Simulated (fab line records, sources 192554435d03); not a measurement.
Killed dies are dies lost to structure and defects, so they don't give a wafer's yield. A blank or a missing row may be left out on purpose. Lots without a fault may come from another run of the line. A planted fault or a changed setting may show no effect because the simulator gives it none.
Chamber matching | flow n5_finfet | N5_BEOL_M0_CUTY_DESCUM_61 on rie_diel-05: 4 sister chambers
The step chemistry O2, time 7.9 s. 4 wafers are shown with their chamber, then 8 later ones without.

WAFERS WITH THEIR CHAMBER
wafer  | chamber | showerhead_plenum_p_Torr (Torr)
L084.2 | 3       | 2.06
L085.4 | 0       | 2.02
L085.6 | 2       | 2.22
L087.2 | 1       | 2.09

WAFERS WITHOUT THEIR CHAMBER
wafer  | showerhead_plenum_p_Torr (Torr)
L087.3 | 2.02
L087.6 | 2.21
L091.2 | 2.01
L091.4 | 2.05
L091.5 | 2.02
L094.2 | 2.05
L094.3 | 2.05
L094.6 | 2.21

WHICH CHAMBER EACH WENT THROUGH
wafer  | from the rows above | in truth
L087.3 | 0                   | 0
L087.6 | 2                   | 2
L091.2 | 0                   | 0
L091.4 | 3                   | 3
L091.5 | 0                   | 0
L094.2 | 3                   | 3
L094.3 | 3                   | 3
L094.6 | 2                   | 2
Placed correctly: 8 of 8. Can't be placed from these rows: 0. Placed wrongly: 0.
How it was worked out, from the rows above alone: a wafer's distance from a chamber is the root of the sum, over the readings, of the square of ((its reading less the chamber's mean) divided by the reading's scatter). The wafer belongs to the nearest chamber; if the next one is less than 2 further off, it can't be placed. A chamber's mean is the mean of its shown wafers. The scatter: with one shown wafer a chamber, the root of the mean of the squares of how far each hidden wafer lies from its nearest shown one.
